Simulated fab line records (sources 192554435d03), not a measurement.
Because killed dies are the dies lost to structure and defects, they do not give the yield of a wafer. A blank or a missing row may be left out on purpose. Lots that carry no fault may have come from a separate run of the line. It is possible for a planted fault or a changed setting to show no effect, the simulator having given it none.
Matching of chambers    flow n5_finfet    rie_diel-03 running N5_BEOL_M1_ETCH_70: 4 sister chambers
The step etches SOC in N2/H2, target depth 80 nm, overetch 16 nm, time 120 s. 8 wafers are shown with their chamber, then 8 later ones without.

== WAFERS WITH THEIR CHAMBER ==
wafer   chamber  showerhead_plenum_p_Torr (Torr)  drypump_motor_current_A (A)
L079.2  1        2.45                             5.58
L080.2  2        2.63                             5.69
L080.4  3        2.39                             5.79
L080.5  3        2.39                             5.80
L082.1  0        2.53                             6.29
L082.4  1        2.44                             5.58
L082.6  0        2.53                             6.27
L088.3  2        2.63                             5.72

== WAFERS WITH NO CHAMBER GIVEN ==
wafer   showerhead_plenum_p_Torr (Torr)  drypump_motor_current_A (A)
L088.4  2.44                             5.59
L088.6  2.71                             5.77
L092.1  2.52                             6.25
L092.2  2.62                             5.71
L092.5  2.52                             6.26
L094.2  2.52                             6.26
L094.3  2.70                             5.80
L094.6  2.43                             5.59

== WHICH CHAMBER EACH WENT THROUGH ==
wafer    from the rows above   in truth
L088.4   1                     1
L088.6   2                     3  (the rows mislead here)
L092.1   0                     0
L092.2   2                     2
L092.5   0                     0
L094.2   0                     0
L094.3   2                     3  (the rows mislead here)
L094.6   1                     1
Correct placement for 6 of the 8. Number that these rows cannot place: 0. Placed wrongly: 2.
How it was worked out, from the rows above alone: a wafer's distance from a chamber is the root of the sum, over the readings, of the square of ((its reading less the chamber's mean) divided by the reading's scatter). The wafer belongs to the nearest chamber; if the next one is less than 2 further off, it can't be placed. The mean given for a chamber averages the wafers shown for that chamber. The scatter is the square root of a quotient: the sum, over the shown wafers, of each reading's squared deviation from its chamber's mean, divided by wafers minus chambers.
